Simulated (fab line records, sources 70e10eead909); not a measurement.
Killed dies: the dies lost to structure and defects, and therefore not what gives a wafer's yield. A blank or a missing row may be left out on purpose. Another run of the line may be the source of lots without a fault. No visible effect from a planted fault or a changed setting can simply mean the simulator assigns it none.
Which tool was responsible? ; flow nand-harc ; Sampling: 6 lots, 18 wafers, 4 of 1302 route steps

WHAT THE GAUGES READ, wafer by wafer
NHARC_P_GATE_CD_MEAS_91: target cd 2000 nm.
lot;measured;on;cd-nm (nm)
L216;day 6 20:07;cd-sem-01;1997.6 1995.7 1999.4
L218;day 7 20:24;cd-sem-02;2001.9 2000.9 2002.9
L221;day 9 04:09;cd-sem-03;2001.7 2002.1 2002.0
L224;day 10 03:11;cd-sem-03;2001.7 2003.8 2002.7
L226;day 10 21:19;cd-sem-01;1955.5 1953.8 1956.4
L237;day 15 08:50;cd-sem-02;1996.4 1997.5 1999.6

WHAT TOOL EACH LOT RAN ON (gives the tool, then ch and the chambers of the sampled wafers, and finally the start)
lot;NHARC_P_GATE_DESCUM_31;NHARC_P_GATE_STRIP_76;NHARC_P_GATE_EXPOSE_88
L216;rie-diel-02 ch 0,1,2, day 6 04:57;plasma-asher-02 ch 0,1, day 6 19:11;krf-scanner-04 ch 0, day 6 19:58
L218;rie-diel-02 ch 0,3, day 7 04:44;plasma-asher-01 ch 0, day 7 19:37;krf-scanner-04 ch 0, day 7 20:15
L221;rie-diel-03 ch 0,1,3, day 8 13:08;plasma-asher-01 ch 0,1, day 9 03:14;krf-scanner-02 ch 0, day 9 03:59
L224;rie-diel-05 ch 0,1,2, day 9 12:04;plasma-asher-01 ch 0,1, day 10 02:24;krf-scanner-02 ch 0, day 10 03:02
L226;rie-diel-03 ch 1,3, day 10 06:00;plasma-asher-01 ch 0,1, day 10 20:24;krf-scanner-01 ch 0, day 10 21:10
L237;rie-diel-02 ch 0,2, day 14 17:48;plasma-asher-02 ch 0,1, day 15 08:01;krf-scanner-04 ch 0, day 15 08:41
- NHARC_P_GATE_DESCUM_31: chemistry O2, time 3 s.
- NHARC_P_GATE_STRIP_76: strips in O2.
- NHARC_P_GATE_EXPOSE_88: exposes mask P HVN, target cd 2000 nm.

THE ANSWER, worked out from the rows above alone
Rule: the usual values come from the lots themselves. The widest of any qualifying gaps counts: lots, ordered by their means at a reading, are off when they make up no more than a third of the lots, leave a main group of 4 or more, and stand apart from it by 3 or more times the standard deviation of that group's means. Not used: any main group whose means are identical at the precision the tables above print for the reading. A lot without any number at a reading at which 4 lots or more have one is off too. All remaining lots with rows at the step are treated as sound.
Off at NHARC_P_GATE_CD_MEAS_91 (cd-nm): L226. The main group has a mean of 2000.4 nm with a standard deviation of 2.2.
A tool fits if, at a process step before that reading, it ran every lot that is off, and no sound lot after the first of them. The gauges at NHARC_P_GATE_CD_MEAS_91 are tried like those tools. Can't be told from this: 4 tools fit, rie-diel-03 at NHARC_P_GATE_DESCUM_31, plasma-asher-01 at NHARC_P_GATE_STRIP_76, krf-scanner-01 at NHARC_P_GATE_EXPOSE_88, cd-sem-01 at NHARC_P_GATE_CD_MEAS_91.

WHAT HAD BEEN PUT IN BY THE SIMULATOR
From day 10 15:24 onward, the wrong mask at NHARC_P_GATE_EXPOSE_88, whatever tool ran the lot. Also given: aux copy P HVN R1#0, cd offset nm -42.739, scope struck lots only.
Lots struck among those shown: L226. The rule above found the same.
